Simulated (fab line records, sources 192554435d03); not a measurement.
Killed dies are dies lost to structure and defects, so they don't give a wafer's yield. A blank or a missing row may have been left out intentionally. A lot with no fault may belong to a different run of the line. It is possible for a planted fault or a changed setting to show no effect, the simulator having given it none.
Problem report in the 8D (eight disciplines) form, filled by code || flow n5-finfet || the parts of the form that need people (team, actions taken, sign-off) are left out

1. WHAT WENT WRONG
VT_N_LONG at N5_BEOL_M4_RC_MEAS_101 reads a mean of 317.5 mV on 2 wafers of 1 lot; wafers without a fault read 274.7 mV with a standard deviation of 2. That is +21 standard deviations from the usual mean.
Earliest sighting: wafer L619.2 on prober-01 at day 10 12:10. At this step, 25 wafers from 9 lots have a number in the record. Rule for "out", or "out of limits": more than 4 standard deviations from the usual mean. Any other wafer with a number is counted as sound.

2. WHAT THIS IS AND IS NOT
{"question": "which readings at this step", "is": "VT_N_LONG, IOFF_N_85C, IOFF_N_LIN, IOFF_N_LONG, IOFF_P_LIN, IOFF_P_LONG, ION_N, VT_N, VT_N_LVT, VT_P, VT_P_LONG, VT_P_LVT", "is not": "DIBL_N, DIBL_P, SS_N, SS_P"}
{"question": "which lots", "is": "L619", "is not": "L612, L614, L615, L622, L626, L628, L632, L634"}
{"question": "which wafers of those lots", "is": "all that have a number", "is not": "-"}
{"question": "read on which gauges", "is": "prober-01", "is not": "prober-02"}
{"question": "when", "is": "from day 10 12:10", "is not": "up to then (9 sound wafers); but 14 sound wafers of L622, L626, L628, L632, L634 came after"}

3. THE SUSPECTS, EACH WITH WHAT RULES IT OUT
Counting: a tool stays on the suspect list if, at a process step up to the reading, it processed all lots that are out and no sound lot following the first of them.
- the gauge at N5_BEOL_M4_RC_MEAS_101: kept. All the wafers that are out were read on prober-01, and no step on other tools shows them out.
- rie-diel-04 at N5_HKMG_FIN_DESCUM_17 (chemistry O2, time 7.9 s): ruled out as a lasting fault. The sound lots L634 went through it after L619, its earliest lot that is out (day 6 03:58).
- ald-metal-04 at N5_HKMG_FIN_ALD_91 (deposits TiN, target thk 1 nm, pulse time 1 s, purge time 3 s): ruled out as a lasting fault. The sound lots L622, L634 went through it after L619, its earliest lot that is out (day 6 04:57).
- ald-metal-01 at N5_HKMG_FIN_NWFM_ALD_20 (deposits TiAlC, target thk 2 nm, pulse time 3 s, purge time 2 s): ruled out as a lasting fault. The sound lots L622 went through it after L619, its earliest lot that is out (day 6 05:55).
- ald-metal-01 at N5_HKMG_FIN_ALD_21 (deposits TiN, target thk 1.5 nm, pulse time 1 s, purge time 3 s): ruled out as a lasting fault. The sound lots L622, L634 went through it after L619, its earliest lot that is out (day 6 07:11).
Remaining after the count: prober-01 at N5_BEOL_M4_RC_MEAS_101.

4. THE CAUSE (what the simulator had put in)
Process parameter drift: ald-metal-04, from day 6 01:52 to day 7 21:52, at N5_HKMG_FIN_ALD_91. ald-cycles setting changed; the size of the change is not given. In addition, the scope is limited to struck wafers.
Counting ruled it out, wrongly: the rule takes a fault to strike every lot that its tool runs from its start on, and this one did not.

5. THE CHAIN OF EFFECTS, in route order
Each row: a reading where the mean over the struck wafers with a number is more than 3 standard deviations away from the usual. Scope: only readings with a usual standard deviation given in the record; hours: median across lots of the time from each lot's start at the first step in this table that gives one to its start at this step; sigmas: change in usual standard deviations.
{"hours": 0, "step": "N5_BEOL_M4_RC_MEAS_101", "reading": "IOFF_N", "usual": "0.16 nA/um", "on struck wafers": 0.04, "change": -0.12, "sigmas": -4.0}
{"hours": 0, "step": "N5_BEOL_M4_RC_MEAS_101", "reading": "IOFF_N_85C", "usual": "3.1 nA/um", "on struck wafers": 0.9, "change": -2.2, "sigmas": -4.3}
{"hours": 0, "step": "N5_BEOL_M4_RC_MEAS_101", "reading": "IOFF_N_LIN", "usual": "0.074 nA/um", "on struck wafers": 0.017, "change": -0.057, "sigmas": -4.8}
{"hours": 0, "step": "N5_BEOL_M4_RC_MEAS_101", "reading": "IOFF_N_LONG", "usual": "5.54e-05 nA/um", "on struck wafers": 2.69e-05, "change": -2.85e-05, "sigmas": -12}
{"hours": 0, "step": "N5_BEOL_M4_RC_MEAS_101", "reading": "IOFF_P", "usual": "0.21 nA/um", "on struck wafers": 0.38, "change": "+0.17", "sigmas": "+5.0"}
{"hours": 0, "step": "N5_BEOL_M4_RC_MEAS_101", "reading": "IOFF_P_85C", "usual": "3.6 nA/um", "on struck wafers": 5.8, "change": "+2.2", "sigmas": "+4.4"}
{"hours": 0, "step": "N5_BEOL_M4_RC_MEAS_101", "reading": "IOFF_P_LIN", "usual": "0.099 nA/um", "on struck wafers": 0.178, "change": "+0.079", "sigmas": "+6.1"}
{"hours": 0, "step": "N5_BEOL_M4_RC_MEAS_101", "reading": "IOFF_P_LONG", "usual": "0.000106 nA/um", "on struck wafers": 0.000162, "change": "+0.000056", "sigmas": "+6.1"}
{"hours": 0, "step": "N5_BEOL_M4_RC_MEAS_101", "reading": "ION_N", "usual": "673 uA/um", "on struck wafers": 578, "change": -96, "sigmas": -8.0}
{"hours": 0, "step": "N5_BEOL_M4_RC_MEAS_101", "reading": "ION_P", "usual": "461 uA/um", "on struck wafers": 490, "change": "+28", "sigmas": "+4.0"}
{"hours": 0, "step": "N5_BEOL_M4_RC_MEAS_101", "reading": "VT_N", "usual": "250 mV", "on struck wafers": 291, "change": "+41", "sigmas": "+13"}
{"hours": 0, "step": "N5_BEOL_M4_RC_MEAS_101", "reading": "VT_N_LONG", "usual": "274.7 mV", "on struck wafers": 317.5, "change": "+42.8", "sigmas": "+21"}
{"hours": 0, "step": "N5_BEOL_M4_RC_MEAS_101", "reading": "VT_N_LVT", "usual": "98 mV", "on struck wafers": 140, "change": "+42", "sigmas": "+14"}
{"hours": 0, "step": "N5_BEOL_M4_RC_MEAS_101", "reading": "VT_P", "usual": "-250 mV", "on struck wafers": -233, "change": "+17", "sigmas": "+5.2"}
{"hours": 0, "step": "N5_BEOL_M4_RC_MEAS_101", "reading": "VT_P_LONG", "usual": "-275.4 mV", "on struck wafers": -262.0, "change": "+13.4", "sigmas": "+4.5"}
{"hours": 0, "step": "N5_BEOL_M4_RC_MEAS_101", "reading": "VT_P_LVT", "usual": "-98.5 mV", "on struck wafers": -82.8, "change": "+15.7", "sigmas": "+5.6"}
{"hours": 107, "step": "N5_PASSIVATION_PROBE_49", "reading": "sort_bin_8_speed", "usual": "0.02 %", "on struck wafers": 91.95, "change": "+91.93", "sigmas": "+99 or more"}
{"hours": 107, "step": "N5_PASSIVATION_PROBE_49", "reading": "sort-n-pass", "usual": 1074, "on struck wafers": 0, "change": -1074, "sigmas": -60}
{"hours": 107, "step": "N5_PASSIVATION_PROBE_49", "reading": "sort-yield-pct", "usual": "91.0 %", "on struck wafers": 0.0, "change": -91.0, "sigmas": -61}
Process steps it contains:
- N5_PASSIVATION_PROBE_49

6. WHAT WOULD HAVE CAUGHT IT SOONER
The first out-of-limits reading at a measuring or inspecting step in this record came at day 10 12:10, 106 hours after the fault's start at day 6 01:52.
No tool reading at N5_HKMG_FIN_ALD_91 that has a usual standard deviation in the record was out on any struck wafer, so an alarm limit of 4 standard deviations on those readings would not have fired.
